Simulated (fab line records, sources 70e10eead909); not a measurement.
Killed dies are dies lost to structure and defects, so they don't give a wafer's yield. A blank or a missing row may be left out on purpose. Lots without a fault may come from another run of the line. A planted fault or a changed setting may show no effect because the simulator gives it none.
fab line records | flow nand_harc | part 2 of 2: steps 5 to 6 of 6
record lots=24 wafers=72 last_day=33
route steps=1302 shown P_GATE@187 P_CONTACT@234 P_M0@265
lots that met no fault: from a run of the same line without faults
start_h: hours from the record's first day to the start of the lot's first wafer shown | wait_h: hours since the lot's step before | " the same as in the row above | L1.1+2: a row that stands for several wafers | - no value, or no start given | * or withheld: withheld | < > ~ a bound
route shown NAME@n: a module of which the file shows steps, and the number in the route of the first | usual: mean/standard deviation of fault-free wafers | same: alike in all rows | chamber/n: place in a boat | sites: the reading at each site | _std_site: their standard deviation | _edge_site: outer sites' mean less inner sites' | radius_mm: how far each site lies from the wafer's centre | mask NAME#n: copy n | behind: the tool/chamber that last shaped the wafer | hold: why the lot was held/for how many hours/how that ended | device: the transistor (n, p or np) that didn't switch | end of line: the same wafers' tests at the end of the route | a step without rows: its recipe alone | killed: dies lost to structure and defects at the first sort, not the wafer's yield | map: a wafer's dies, x killed, . not, _ none there
set.NAME: the setting as run; set.NAME@STEP: as run at that earlier step | model.NAME: the simulator's own value behind a step, which no gauge read
steps of the route over a sample of lots; a table a step, a row a wafer
services: from which hour (start_h, from the record's first day; less than 0 if before it) a tool's chamber was out of use, for how many hours, and why
## steps
# step NHARC_P_M0_INSPECT_11
# usual raw_defect_count=4.1/2.2
# columns lot.wafer tool chamber start_h wait_h raw_defect_count
L074.1 defect_inspect-02 - 124.64 0.0 7
L074.4 " - " " 3
L074.6 " - " " 7
L075.1 defect_inspect-02 - 128.87 0.0 0
L075.2 " - " " 6
L075.5 " - " " 4
L076.2 defect_inspect-01 - 138.50 0.0 6
L076.5 " - " " 7
L076.6 " - " " 10
L077.2 defect_inspect-01 - 152.10 0.0 4
L077.3 " - " " 5
L077.6 " - " " 3
L078.1 defect_inspect-02 - 163.59 0.0 3
L078.3 " - " " 3
L078.6 " - " " 4
L079.1 defect_inspect-01 - 167.75 0.0 3
L079.2 " - " " 2
L079.6 " - " " 2
L080.2 defect_inspect-02 - 180.22 0.0 1
L080.3 " - " " 5
L080.4 " - " " 5
L081.2 defect_inspect-02 - 195.61 0.0 4
L081.3 " - " " 3
L081.4 " - " " 0
L082.3 defect_inspect-02 - 202.79 0.0 3
L082.5 " - " " 1
L082.6 " - " " 5
L083.1 defect_inspect-02 - 212.15 0.0 2
L083.2 " - " " 5
L083.4 " - " " 2
L084.1 defect_inspect-01 - 225.68 0.0 1
L084.3 " - " " 7
L084.5 " - " " 7
L085.1 defect_inspect-02 - 229.61 0.0 6
L085.2 " - " " 2
L085.3 " - " " 5
L086.1 defect_inspect-02 - 239.05 0.0 3
L086.2 " - " " 5
L086.6 " - " " 5
L088.3 defect_inspect-02 - 268.60 0.0 2
L088.4 " - " " 4
L088.6 " - " " 4
L087.1 defect_inspect-01 - 271.32 0.0 4
L087.2 " - " " 3
L087.6 " - " " 4
L089.2 defect_inspect-02 - 272.36 0.0 6
L089.3 " - " " 4
L089.4 " - " " 2
L090.2 defect_inspect-01 - 280.64 0.0 3
L090.5 " - " " 3
L090.6 " - " " 4
L091.2 defect_inspect-02 - 292.58 0.0 4
L091.4 " - " " 6
L091.5 " - " " 4
L092.4 defect_inspect-01 - 301.03 0.0 2
L092.5 " - " " 3
L092.6 " - " " 3
L094.2 defect_inspect-01 - 322.68 0.0 6
L094.4 " - " " 1
L094.5 " - " " 3
L093.2 defect_inspect-01 - 323.24 0.0 4
L093.4 " - " " 6
L093.6 " - " " 2
L095.1 defect_inspect-02 - 327.63 0.0 6
L095.2 " - " " 2
L095.5 " - " " 6
L097.1 defect_inspect-02 - 347.01 0.0 8
L097.2 " - " " 2
L097.3 " - " " 3
L096.3 defect_inspect-01 - 347.77 0.0 7
L096.5 " - " " 8
L096.6 " - " " 5
# step NHARC_P_M0_STRIP_18
# recipe power_w=1000 n2_flow_sccm=150 h2_flow_sccm=150 ar_flow_sccm=0 bias_w=0 chemistry=N2/H2
# usual drypump_motor_current_A=6.1/0.54 oes_product_au=0.997/0.0094 rf_vpp_V=90.6/1 showerhead_plenum_p_Torr=2.04/0.099 throttle_valve_pct=14.171/0.0086
# columns lot.wafer tool chamber start_h wait_h drypump_motor_current_A oes_product_au rf_hours_counter_h rf_vpp_V showerhead_plenum_p_Torr throttle_valve_pct
L074.1 rie_diel-02 3 125.39 0.1 6.6 1.005 8 90.3 1.92 14.171
L074.4 " 3 " " 6.6 1.001 - 89.3 1.92 14.171
L074.6 " 0 " " 6.2 0.996 - 90.5 2.17 14.175
L075.2 rie_diel-09 2 129.31 0.1 5.1 0.993 51 89.1 1.91 14.151
L075.1 " 0 " " 5.7 1.012 45 89.1 1.88 14.174
L075.5 " 3 " " 5.2 0.993 - 90.7 2.03 14.172
L076.2 rie_diel-02 3 139.05 0.1 6.6 1.004 11 89.0 1.92 14.165
L076.6 " 2 " " 6.4 0.993 - 91.2 2.05 14.161
L076.5 " 3 " " 6.6 0.994 - 90.6 1.92 14.188
L077.3 rie_diel-02 3 152.57 0.1 6.6 0.990 14 89.2 1.92 14.170
L077.2 " 1 " " 6.6 1.003 14 90.5 2.03 14.181
L077.6 " 3 " " 6.6 0.998 - 90.4 1.92 14.163
L078.3 rie_diel-13 3 164.09 0.1 5.9 0.991 58 88.8 1.89 14.162
L078.1 " 0 " " 6.0 1.011 62 92.5 2.14 14.182
L078.6 " 1 " " 6.5 0.990 - 91.9 2.14 14.177
L079.1 rie_diel-02 2 168.22 0.1 6.5 0.975 15 90.4 2.05 14.173
L079.2 " 3 " " 6.6 0.989 17 91.1 1.92 14.166
L079.6 " 2 " " 6.4 0.987 - 90.0 2.05 14.158
L080.2 rie_diel-13 2 180.66 0.1 5.4 0.985 1 91.0 2.14 14.177
L080.3 " 3 " " 5.9 0.998 1 89.9 1.89 14.176
L080.4 " 1 " " 6.4 0.988 1 92.9 2.14 14.187
L081.2 rie_diel-02 2 196.16 0.1 6.5 0.987 20 90.3 2.05 14.164
L081.3 " 2 " " 6.4 0.987 - 91.3 2.05 14.173
L081.4 " 3 " " 6.6 0.986 - 89.9 1.92 14.164
L082.3 rie_diel-13 0 203.30 0.1 6.0 1.004 6 91.7 2.14 14.169
L082.6 " 1 " " 6.4 0.979 - 92.4 2.13 14.161
L082.5 " 2 " " 5.4 1.001 - 91.3 2.14 14.179
L083.2 rie_diel-02 0 213.31 0.8 6.2 0.980 19 91.8 2.17 14.168
L083.4 " 1 " " 6.6 0.992 24 90.1 2.03 14.170
L083.1 " 2 " " 6.4 0.992 22 91.2 2.05 14.171
L084.3 rie_diel-02 3 227.40 0.1 6.6 0.992 0 89.2 1.92 14.182
L084.1 " 1 " " 6.6 1.000 0 91.0 2.03 14.190
L084.5 " 3 " " 6.6 0.983 - 89.0 1.92 14.162
L085.1 rie_diel-09 3 230.07 0.1 5.2 1.004 29 91.4 2.02 14.174
L085.3 " 0 " " 5.7 0.995 29 91.2 2.21 14.181
L085.2 " 1 " " 6.1 1.019 32 89.7 2.04 14.179
L086.2 rie_diel-02 1 240.45 0.1 6.6 1.007 3 90.6 2.03 14.167
L086.1 " 2 " " 6.4 0.997 4 91.5 2.04 14.172
L086.6 " 1 " " 6.6 0.997 - 89.3 2.03 14.178
L088.3 rie_diel-09 3 269.05 0.1 5.2 0.998 37 90.5 2.02 14.169
L088.4 " 1 " " 6.1 0.988 39 89.5 2.04 14.163
L088.6 " 2 " " 5.0 0.987 - 90.2 1.89 14.159
L087.2 rie_diel-02 0 271.81 0.1 6.2 0.990 5 90.8 2.17 14.181
L087.1 " 1 " " 6.6 0.993 7 92.0 2.03 14.168
L087.6 " 1 " " 6.6 0.992 - 90.8 2.03 14.172
L089.4 rie_diel-09 2 273.12 0.2 5.0 1.011 41 90.7 1.89 14.168
L089.3 " 3 " " 5.2 1.007 39 91.2 2.02 14.166
L089.2 " 1 " " 6.1 1.002 42 90.2 2.03 14.177
L090.2 rie_diel-09 2 281.12 0.1 5.0 1.009 42 89.3 1.89 14.167
L090.6 " 1 " " 6.1 1.013 - 91.2 2.03 14.158
L090.5 " 2 " " 5.1 1.008 - 89.0 1.89 14.164
L091.2 rie_diel-02 1 293.19 0.1 6.6 0.995 12 90.6 2.03 14.164
L091.5 " 2 " " 6.4 0.981 - 89.9 2.04 14.189
L091.4 " 0 " " 6.2 1.004 - 90.6 2.16 14.185
L092.4 rie_diel-09 0 301.59 0.2 5.7 0.998 - 91.5 2.20 14.180
L092.6 " 1 " " 6.1 0.997 - 90.3 2.03 14.170
L092.5 " 3 " " 5.2 0.992 - 90.1 2.02 14.158
L094.2 rie_diel-02 0 323.11 0.1 6.2 0.995 18 91.4 2.16 14.175
L094.4 " 1 " " 6.6 1.008 19 90.3 2.02 14.165
L094.5 " 0 " " 6.2 1.012 - 91.2 2.16 14.181
L093.4 rie_diel-02 0 324.05 0.4 6.2 1.001 19 92.0 2.16 14.169
L093.2 " 1 " " 6.6 1.005 19 91.1 2.02 14.162
L093.6 " 1 " " 6.6 0.998 - 89.2 2.02 14.163
L095.1 rie_diel-13 0 328.11 0.1 6.0 1.017 39 91.9 2.13 14.175
L095.2 " 1 " " 6.5 0.988 44 91.7 2.12 14.175
L095.5 " 3 " " 5.9 1.011 - 89.4 1.87 14.171
L097.1 rie_diel-02 3 347.46 0.1 6.6 0.987 23 90.4 1.91 14.175
L097.3 " 1 " " 6.6 0.989 25 91.0 2.02 14.175
L097.2 " 2 " " 6.4 0.971 26 91.3 2.04 14.166
L096.3 rie_diel-09 2 348.22 0.1 5.0 1.016 7 90.3 1.89 14.169
L096.6 " 2 " " 5.1 1.014 - 88.6 1.89 14.164
L096.5 " 3 " " 5.2 0.999 - 90.4 2.01 14.169
## services
# columns tool chamber start_h hours kind
rie_diel-02 1 100.53 2.7 repair
rie_diel-02 0 111.93 9.2 repair
rie_diel-02 2 117.46 9.4 repair
rie_diel-04 1 132.03 14.0 repair
rie_diel-02 2 162.77 3.7 repair
rie_diel-10 0 167.56 2.5 repair
rie_diel-04 - 177.90 9.0 pm
cmp-01 - 185.60 4.0 pm
rie_diel-04 1 187.13 15.8 repair
rie_diel-02 0 187.84 16.3 repair
rie_diel-02 1 195.46 4.7 repair
rie_diel-04 2 202.81 8.5 repair
rie_diel-04 1 203.94 5.0 repair
rie_diel-10 - 205.25 1.1 repair
cmp-01 - 206.19 2.3 repair
rie_diel-02 - 217.04 9.0 pm
rie_diel-04 3 218.81 16.7 repair
rie_diel-10 - 242.50 9.0 pm
rie_diel-02 - 246.15 0.7 repair
cmp-01 - 283.60 4.0 pm
rie_diel-02 3 288.04 6.1 repair
rie_diel-10 0 296.09 9.0 repair
cmp-01 - 321.21 1.8 repair
rie_diel-04 0 336.39 14.7 repair
